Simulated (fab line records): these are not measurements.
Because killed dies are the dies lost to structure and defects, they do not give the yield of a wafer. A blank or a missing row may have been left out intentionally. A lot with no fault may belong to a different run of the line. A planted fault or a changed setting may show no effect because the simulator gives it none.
fab line records | flow n5-finfet
record lots=9 wafers=27 last-day=17
route steps=1938 shown BEOL_M2@928 BEOL_M3@931 BEOL_M4@1111 PASSIVATION@1936
lots with no fault: from the same line, run without faults
start-h: hours from the record's opening day to when the first of the lot's shown wafers began | wait-h: hours elapsed since this lot's preceding step | " as in the row above | L1.1+2: a row that stands for several wafers | - value missing, or start not given | * or withheld: withheld | < > ~ a bound
route shown NAME@n: a module of which the file shows steps, and the number in the route of the first | usual: the fault-free wafers' mean and standard deviation | same: alike in all rows | chamber/n: place in a boat | sites: readings site by site | _std_site: their standard deviation | _edge_site: outer sites' mean less inner sites' | radius-mm: how far each site lies from the wafer's centre | mask NAME#n: copy n | behind: the tool/chamber that last shaped the wafer | hold: cause of the lot's hold/its duration in hours/its outcome | device: names the non-switching transistor (n, p or np) | end of line: the tests these same wafers got at the end of their route | where a step has no rows: the recipe by itself | killed: at the first sort, the dies lost to defects and structure; wafer yield is something else | map: per-die view of a wafer (x killed, . not killed, _ where there is no die)
set.NAME: the setting as run; set.NAME@STEP: as run at that earlier step | model.NAME: the simulator's own value behind a step, which no gauge read
one table for each step of the route and one row for each wafer, over a sample of lots
services: when a tool's chamber went out of use (start-h, in hours from the record's first day, below 0 if earlier), for how many hours, and the reason
## steps
# step N5_BEOL_M2_DEP_57
# recipe material=SiCN target-thk-a=80 temp-c=withheld precursor=3MS/NH3 pressure-torr=3 rf-w=202 time-s=14
# usual showerhead-plenum-p-Torr=3.672/0.014 throttle-valve-pct=9.1/0.49
# same time-s=14
# columns lot.wafer tool chamber start-h wait-h showerhead-plenum-p-Torr throttle-valve-pct
L709.1 pecvd-03 0 139.06 0.0 3.703 8.9
L709.2 " 1 " " 3.692 9.5
L709.3 " 1 " " 3.694 10.0
L712.1 pecvd-03 1 171.12 0.0 3.702 9.5
L712.3 " 0 " " 3.701 9.3
L712.5 " 1 " " 3.689 9.9
L717.2 pecvd-03 1 192.26 0.0 3.702 9.7
L717.3 " 2 " " 3.663 8.9
L717.5 " 2 " " 3.657 8.9
L719.1 pecvd-02 2 205.75 0.0 3.664 9.1
L719.5 " 1 " " 3.661 9.9
L719.6 " 0 " " 3.668 9.0
L720.2 pecvd-04 2 218.39 0.0 3.659 8.2
L720.3 " 1 " " 3.688 8.8
L720.4 " 1 " " 3.683 8.8
L723.2 pecvd-04 2 227.03 0.0 3.653 8.5
L723.3 " 0 " " 3.658 9.4
L723.5 " 1 " " 3.676 8.9
L726.1 pecvd-02 0 247.80 0.0 3.671 9.0
L726.3 " 1 " " 3.666 9.8
L726.6 " 2 " " 3.654 8.7
L728.3 pecvd-03 0 260.77 0.0 3.694 9.5
L728.5 " 1 " " 3.685 9.7
L728.6 " 2 " " 3.657 8.2
L732.1 pecvd-03 2 279.26 0.0 3.667 8.5
L732.2 " 1 " " 3.702 9.6
L732.6 " 2 " " 3.652 8.3
# step N5_BEOL_M2_INSPECT_59
# recipe inspect-instrument=darkfield mode=post-dep
# usual raw-defect-count=70/23
# columns lot.wafer tool chamber start-h wait-h raw-defect-count
L709.1 defect-inspect-02 - 139.17 0.0 45
L709.2 " - " " 70
L709.3 " - " " 60
L712.1 defect-inspect-01 - 171.22 0.0 67
L712.3 " - " " 88
L712.5 " - " " 57
L717.2 defect-inspect-02 - 192.36 0.0 68
L717.3 " - " " 115
L717.5 " - " " 129
L719.1 defect-inspect-02 - 205.84 0.0 70
L719.5 " - " " 52
L719.6 " - " " 86
L720.2 defect-inspect-01 - 218.50 0.0 71
L720.3 " - " " 73
L720.4 " - " " 111
L723.2 defect-inspect-01 - 227.12 0.0 52
L723.3 " - " " 143
L723.5 " - " " 86
L726.1 defect-inspect-02 - 247.89 0.0 33
L726.3 " - " " 86
L726.6 " - " " 117
L728.3 defect-inspect-02 - 260.86 0.0 68
L728.5 " - " " 113
L728.6 " - " " 121
L732.1 defect-inspect-01 - 279.37 0.0 65
L732.2 " - " " 55
L732.6 " - " " 56
# step N5_BEOL_M3_ILD_DEP_00
# recipe material=SiOC target-thk-a=790 temp-c=350 precursor=DEMS/O2 pressure-torr=5 rf-w=500 time-s=15.3
# usual heater-power-w=490/100 showerhead-plenum-p-Torr=5.702/0.015 throttle-valve-pct=12.0/0.63
# same time-s=15.3
# columns lot.wafer tool chamber start-h wait-h heater-power-w showerhead-plenum-p-Torr throttle-valve-pct
L709.1 pecvd-02 1 139.21 0.0 408 5.695 12.7
L709.2 " 0 " " 656 5.708 11.7
L709.3 " 2 " " 459 5.684 11.4
L712.1 pecvd-02 0 171.25 0.0 718 5.704 11.4
L712.3 " 0 " " 737 5.694 11.9
L712.5 " 1 " " 430 5.700 12.9
L717.2 pecvd-02 0 192.41 0.1 710 5.702 11.9
L717.3 " 0 " " 711 5.697 11.9
L717.5 " 0 " " 736 5.706 11.8
L719.1 pecvd-01 1 205.88 0.0 512 5.711 12.0
L719.5 " 0 " " 395 5.684 12.8
L719.6 " 2 " " 363 5.685 11.3
L720.2 pecvd-01 2 218.53 0.0 396 5.682 11.0
L720.3 " 0 " " 443 5.686 12.7
L720.4 " 0 " " 427 5.671 12.6
L723.2 pecvd-03 0 227.16 0.0 509 5.724 12.4
L723.3 " 1 " " 480 5.712 12.7
L723.5 " 1 " " 483 5.702 12.9
L726.1 pecvd-02 2 247.93 0.0 441 5.694 11.4
L726.3 " 0 " " 634 5.713 11.7
L726.6 " 2 " " 450 5.713 11.8
L728.3 pecvd-02 1 260.90 0.0 333 5.699 12.8
L728.5 " 2 " " 417 5.690 11.7
L728.6 " 0 " " 663 5.689 11.9
L732.1 pecvd-01 2 279.40 0.0 448 5.687 10.9
L732.2 " 1 " " 484 5.693 12.0
L732.6 " 1 " " 500 5.709 11.7
# step N5_BEOL_M3_PECVD_72
# recipe material=SiO2 target-thk-a=160 temp-c=400 precursor=TEOS/O2 pressure-torr=5.5 rf-w=450 teos-flow-sccm=53.8 gas=O2 flow-sccm=3000 time-s=18
# usual heater-power-w=716/130 showerhead-plenum-p-Torr=8.83/0.069 throttle-valve-pct=22.7/1.2
# same time-s=18
# columns lot.wafer tool chamber start-h wait-h heater-power-w showerhead-plenum-p-Torr throttle-valve-pct
L709.1 pecvd-01 2 139.31 0.0 660 8.76 20.2
L709.2 " 1 " " 676 8.87 21.9
L709.3 " 0 " " 587 8.75 23.8
L712.1 pecvd-03 2 171.38 0.0 662 8.75 22.6
L712.3 " 0 " " 808 8.92 22.7
L712.5 " 2 " " 679 8.78 22.8
L717.2 pecvd-03 1 192.57 0.0 745 8.90 23.6
L717.3 " 0 " " 822 8.91 22.9
L717.5 " 2 " " 765 8.78 22.4
L719.1 pecvd-03 1 205.99 0.0 712 8.92 24.1
L719.5 " 0 " " 848 8.90 23.0
L719.6 " 1 " " 702 8.91 23.9
L720.2 pecvd-02 2 218.64 0.0 581 8.75 22.0
L720.3 " 0 " " 1012 8.82 22.3
L720.4 " 0 " " 1011 8.84 22.0
L723.2 pecvd-01 1 227.28 0.0 783 8.84 22.3
L723.3 " 0 " " 548 8.77 23.6
L723.5 " 0 " " 556 8.75 24.0
L726.1 pecvd-03 0 248.03 0.0 824 8.92 22.9
L726.3 " 2 " " 763 8.73 20.8
L726.6 " 2 " " 737 8.75 20.5
L728.3 pecvd-01 2 261.00 0.0 596 8.74 20.4
L728.5 " 1 " " 717 8.89 22.2
L728.6 " 0 " " 578 8.75 23.5
L732.1 pecvd-02 2 279.52 0.0 635 8.77 21.9
L732.2 " 0 " " 940 8.85 21.9
L732.6 " 0 " " 927 8.84 22.3
# step N5_BEOL_M3_INSPECT_13
# recipe mode=adi inspect-instrument=brightfield
# usual raw-defect-count=398/86
# columns lot.wafer tool chamber start-h wait-h raw-defect-count
L709.1 defect-inspect-02 - 140.51 0.1 503
L709.2 " - " " 521
L709.3 " - " " 429
L712.1 defect-inspect-02 - 172.38 0.1 431
L712.3 " - " " 409
L712.5 " - " " 503
L717.2 defect-inspect-02 - 193.95 0.0 302
L717.3 " - " " 489
L717.5 " - " " 427
L719.1 defect-inspect-02 - 207.45 0.1 304
L719.5 " - " " 291
L719.6 " - " " 336
L720.2 defect-inspect-02 - 221.06 0.0 662
L720.3 " - " " 474
L720.4 " - " " 584
L723.2 defect-inspect-01 - 228.60 0.0 353
L723.3 " - " " 391
L723.5 " - " " 371
L726.1 defect-inspect-02 - 249.04 0.1 737
L726.3 " - " " 900
L726.6 " - " " 774
L728.3 defect-inspect-02 - 262.42 0.0 810
L728.5 " - " " 763
L728.6 " - " " 971
L732.1 defect-inspect-01 - 280.92 0.1 380
L732.2 " - " " 429
L732.6 " - " " 323
# step N5_BEOL_M3_INSPECT_30
# recipe mode=adi inspect-instrument=brightfield
# usual raw-defect-count=399/79
# columns lot.wafer tool chamber start-h wait-h raw-defect-count
L709.1 defect-inspect-02 - 141.38 0.1 546
L709.2 " - " " 508
L709.3 " - " " 429
L712.1 defect-inspect-01 - 173.28 0.1 409
L712.3 " - " " 371
L712.5 " - " " 444
L717.2 defect-inspect-01 - 194.85 0.0 287
L717.3 " - " " 441
L717.5 " - " " 385
L719.1 defect-inspect-02 - 208.45 0.1 323
L719.5 " - " " 282
L719.6 " - " " 324
L720.2 defect-inspect-01 - 222.05 0.0 593
L720.3 " - " " 430
L720.4 " - " " 503
L723.2 defect-inspect-02 - 229.78 0.0 378
L723.3 " - " " 419
L723.5 " - " " 370
L726.1 defect-inspect-01 - 250.03 0.1 671
L726.3 " - " " 855
L726.6 " - " " 723
L728.3 defect-inspect-01 - 263.50 0.0 756
L728.5 " - " " 735
L728.6 " - " " 878
L732.1 defect-inspect-01 - 281.94 0.1 392
L732.2 " - " " 393
L732.6 " - " " 337
# step N5_BEOL_M4_RC_MEAS_101
# usual DIBL_N=35.8/1.6 DIBL_P=36.0/2.1 IOFF_N=0.153/0.026 IOFF_P=0.21/0.037 ION_N=673/11 ION_P=462/7.6 SS_N=71.4/0.53 SS_P=73.2/0.67 VT_N=250/3.2 VT_P=-250/3.7
# columns lot.wafer tool chamber start-h wait-h DIBL_N[mV/V] DIBL_P[mV/V] IOFF_N[nA/um] IOFF_P[nA/um] ION_N[uA/um] ION_P[uA/um] SS_N[mV/dec] SS_P[mV/dec] VT_N[mV] VT_P[mV]
L709.1 prober-02 0 169.42 0.0 37.3 39.2 0.188 0.26 684 476 70.9 74.0 245 -248
L709.2 " 0 " " 33.5 33.7 0.117 0.17 662 463 71.1 72.5 256 -251
L709.3 " 0 " " 37.9 38.8 0.207 0.27 700 476 71.1 74.2 243 -245
L712.1 prober-02 0 192.23 0.0 38.4 37.5 0.175 0.22 679 461 72.8 73.6 251 -251
L712.3 " 0 " " 39.5 39.5 0.193 0.27 685 473 72.2 74.4 250 -249
L712.5 " 0 " " 36.4 35.9 0.144 0.20 678 464 70.8 73.0 251 -253
L717.2 prober-02 0 211.20 0.2 33.3 32.7 0.107 0.16 663 457 71.0 72.5 257 -256
L717.3 " 0 " " 36.3 35.2 0.143 0.18 666 453 71.6 73.1 254 -251
L717.5 " 0 " " 35.0 33.4 0.119 0.17 652 448 71.0 73.6 255 -253
L719.1 prober-01 0 240.45 0.0 36.1 38.3 0.179 0.27 676 469 71.6 74.0 250 -243
L719.5 " 0 " " 35.8 37.3 0.177 0.27 675 474 71.6 74.0 247 -244
L719.6 " 0 " " 35.7 36.3 0.165 0.23 670 467 71.9 72.8 248 -248
L720.2 prober-01 0 245.42 0.2 35.2 36.0 0.160 0.18 670 455 71.9 73.3 251 -252
L720.3 " 0 " " 37.1 39.2 0.186 0.24 670 452 71.4 74.0 246 -250
L720.4 " 0 " " 36.0 37.5 0.160 0.22 675 460 71.9 73.7 249 -251
L723.2 prober-02 0 249.67 0.2 38.2 38.4 0.195 0.25 687 470 71.4 74.1 247 -247
L723.3 " 0 " " 36.9 36.4 0.161 0.22 676 463 71.7 73.1 248 -247
L723.5 " 0 " " 35.5 36.7 0.151 0.23 679 468 71.4 73.3 249 -247
L726.1 prober-01 0 275.89 0.0 35.1 36.0 0.145 0.19 665 459 70.7 73.7 251 -252
L726.3 " 0 " " 35.1 35.8 0.148 0.19 671 458 71.4 72.8 249 -250
L726.6 " 0 " " 37.1 38.2 0.178 0.22 678 460 72.4 74.1 249 -252
L728.3 prober-01 0 289.61 0.3 36.5 36.6 0.159 0.20 669 459 71.4 73.7 253 -251
L728.5 " 0 " " 37.5 37.0 0.174 0.21 680 464 72.2 73.4 250 -249
L728.6 " 0 " " 34.7 35.0 0.136 0.18 661 460 70.6 72.9 253 -254
L732.1 prober-01 0 306.13 0.0 38.3 36.3 0.182 0.21 675 454 71.5 73.9 248 -251
L732.2 " 0 " " 34.6 32.5 0.124 0.17 668 456 71.3 72.6 254 -253
L732.6 " 0 " " 35.0 33.8 0.136 0.18 665 461 71.1 73.1 249 -253
# step N5_PASSIVATION_PROBE_49
# usual defect-limited-yield=91.3/1.5 killed_at_M0_to_M3=33/12 killed_at_M4_up=13/5.2 killed-at-contacts=13/6.7 killed-at-front-end=40/11 killed-at-other=4.1/2.7 killed-dies=103/17 killed-open=69/13 killed-short=33/8.4 sort_bin_5_function=5.1/1 sort_bin_6_memory=3.2/0.62 sort-n-pass=1077/17 sort-yield-pct=91.3/1.5
# same gross-dies=1180 killed-at-back-side=0 sort_bin_4_leakage[%]=0 sort_bin_8_speed[%]=0
# columns lot.wafer tool chamber start-h wait-h defect-limited-yield[%] killed_at_M0_to_M3 killed_at_M4_up killed-at-contacts killed-at-front-end killed-at-other killed-dies killed-open killed-short sort_bin_5_function[%] sort_bin_6_memory[%] sort-n-pass sort-yield-pct[%]
L726.1 prober-02 - 388.15 0.0 81.6 148 17 3 43 6 217 80 24 12.2 4.7 963 81.6
L726.3 prober-02 - 388.25 0.1 85.7 125 11 7 24 2 169 47 22 9.7 3.9 1011 85.7
L726.6 prober-02 - 388.40 0.3 81.9 137 26 2 43 6 214 76 40 10.6 5.3 966 81.9
L728.3 prober-01 - 395.10 0.1 87.0 97 6 11 38 1 153 50 17 9.2 2.5 1027 87.0
L728.5 prober-01 - 395.20 0.2 84.3 127 10 16 20 12 185 53 26 10.1 4.0 995 84.3
L728.6 prober-01 - 395.25 0.3 82.6 124 16 18 41 6 205 62 32 11.4 4.4 975 82.6
# killed by level:class
L726.1 BEOL_M3:unspecified=111 STI_FIN_REVEAL:geometric-particle:open=16 BEOL_M2:geometric-particle:open=12 BEOL_M1:geometric-particle:open=9 FIN_SAQP:geometric-particle:open=6 BEOL_M4:geometric-particle:short=5 BEOL_M3:geometric-particle:open=5 FIN_SAQP:geometric-particle:short=4
L726.3 BEOL_M3:unspecified=99 BEOL_M1:geometric-particle:open=9 BEOL_M2:geometric-particle:open=9 FIN_SAQP:geometric-particle:open=6 MOL_CONTACT_COAG:geometric-particle:open=6 STI_FIN_REVEAL:geometric-particle:open=4 BEOL_M4:geometric-particle:open=4 FIN_SAQP:geometric-particle:short=3
L726.6 BEOL_M3:unspecified=98 BEOL_M4:geometric-particle:open=14 FIN_SAQP:geometric-particle:open=13 BEOL_M0_SAQP:geometric-particle:short=9 BEOL_M2:geometric-particle:open=9 FIN_SAQP:geometric-particle:short=8 DUMMY_GATE:geometric-particle:open=7 BEOL_M0_SAQP:geometric-particle:open=7
L728.3 BEOL_M3:unspecified=83 FIN_SAQP:geometric-particle:open=10 MOL_CONTACT_COAG:geometric-particle:open=9 GATE_CUT:geometric-particle:open=8 FIN_SAQP:geometric-particle:short=5 BEOL_M0_SAQP:geometric-particle:open=4 BEOL_M2:geometric-particle:open=4 STI_FIN_REVEAL:geometric-particle:open=3
L728.5 BEOL_M3:unspecified=106 MOL_CONTACT_COAG:geometric-particle:open=13 BEOL_M0_SAQP:geometric-particle:open=8 BEOL_M0_SAQP:geometric-particle:short=6 PASS1_CAP:geometric-particle:open=5 PASS1_CAP:geometric-particle:short=5 DUMMY_GATE:geometric-particle:open=4 ILD0:geometric-particle:open=4
L728.6 BEOL_M3:unspecified=108 MOL_CONTACT_COAG:geometric-particle:open=15 FIN_SAQP:geometric-particle:open=9 GATE_CUT:geometric-particle:short=6 BEOL_M2:geometric-particle:open=6 FIN_SAQP:geometric-particle:short=4 GATE_CUT:geometric-particle:open=4 BEOL_M4:geometric-particle:open=4
## services
# columns tool chamber start-h hours kind
pecvd-02 - 139.84 0.3 repair
pecvd-02 2 164.86 29.8 repair
pecvd-02 - 165.15 0.4 repair
pecvd-02 1 189.86 2.9 repair
pecvd-01 2 194.03 10.1 repair
pecvd-01 - 196.98 0.2 repair
pecvd-03 2 202.38 - clean
pecvd-03 2 202.38 - consumable-replace:showerhead
pecvd-03 2 202.38 29.0 scheduled-down
pecvd-03 2 202.38 29.0 vent-cycle
pecvd-03 0 222.11 2.1 scheduled-down
pecvd-04 1 239.86 2.1 scheduled-down
pecvd-01 2 247.92 5.4 repair
pecvd-02 2 249.49 2.1 scheduled-down
pecvd-04 0 258.81 5.5 scheduled-down
pecvd-03 0 275.91 7.4 repair
pecvd-01 0 278.24 12.8 repair
pecvd-04 - 278.25 1.6 repair
## key
first-sign step=N5_BEOL_M3_INSPECT_13 reading=raw-defect-count direction=up sigmas=5 usual=398 struck=826
effect step=N5_BEOL_M3_INSPECT_30 reading=raw-defect-count direction=up sigmas=4.7 usual=399 struck=770
effect step=N5_PASSIVATION_PROBE_49 reading=killed_at_M0_to_M3 direction=up sigmas=8.1 usual=33 struck=126
more-kills-born-at N5_BEOL_M3_ILD_DEP_00@pecvd-02=605
met-at N5_BEOL_M3_ILD_DEP_00
struck-lots L726,L728
not-acting-at N5_BEOL_M2_DEP_57,N5_BEOL_M2_INSPECT_59,N5_BEOL_M3_PECVD_72
onset-between 192.41 247.93
fault kind=chamber-particle-source tool=pecvd-02 chamber=- onset-h=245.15 steps=N5_BEOL_M3_ILD_DEP_00 rate-per-visit-cm2=0.56597 end-h=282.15
